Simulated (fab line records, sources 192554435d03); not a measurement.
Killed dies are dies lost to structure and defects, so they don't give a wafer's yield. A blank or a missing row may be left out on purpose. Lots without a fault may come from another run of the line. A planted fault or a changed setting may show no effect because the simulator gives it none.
Chamber matching | flow n5_finfet | N5_BEOL_M3_ETCHBACK_99 on rie_diel-03: 4 sister chambers
The step etches SiO2 in CHF3, target depth 5 nm, time 10.4 s. 4 wafers are shown with their chamber, then 8 later ones without.

WAFERS WITH THEIR CHAMBER
wafer  | chamber | drypump_motor_current_A (A)
L091.4 | 2       | 6.05
L091.5 | 1       | 6.00
L091.6 | 0       | 6.38
L092.1 | 3       | 5.71

WAFERS WITHOUT THEIR CHAMBER
wafer  | drypump_motor_current_A (A)
L092.3 | 5.98
L092.4 | 6.39
L093.1 | 5.97
L093.2 | 6.06
L093.5 | 5.70
L097.2 | 6.42
L097.3 | 5.99
L097.5 | 5.96

WHICH CHAMBER EACH WENT THROUGH
wafer  | from the rows above | in truth
L092.3 | 1                   | 1
L092.4 | 0                   | 0
L093.1 | 1                   | 1
L093.2 | 2                   | 2
L093.5 | 3                   | 3
L097.2 | 0                   | 0
L097.3 | 1                   | 1
L097.5 | 1                   | 1
Placed correctly: 8 of 8. Can't be placed from these rows: 0. Placed wrongly: 0.
How it was worked out, from the rows above alone: a wafer's distance from a chamber is the root of the sum, over the readings, of the square of ((its reading less the chamber's mean) divided by the reading's scatter). The wafer belongs to the nearest chamber; if the next one is less than 2 further off, it can't be placed. A chamber's mean is the mean of its shown wafers. The scatter: with one shown wafer a chamber, the root of the mean of the squares of how far each hidden wafer lies from its nearest shown one.
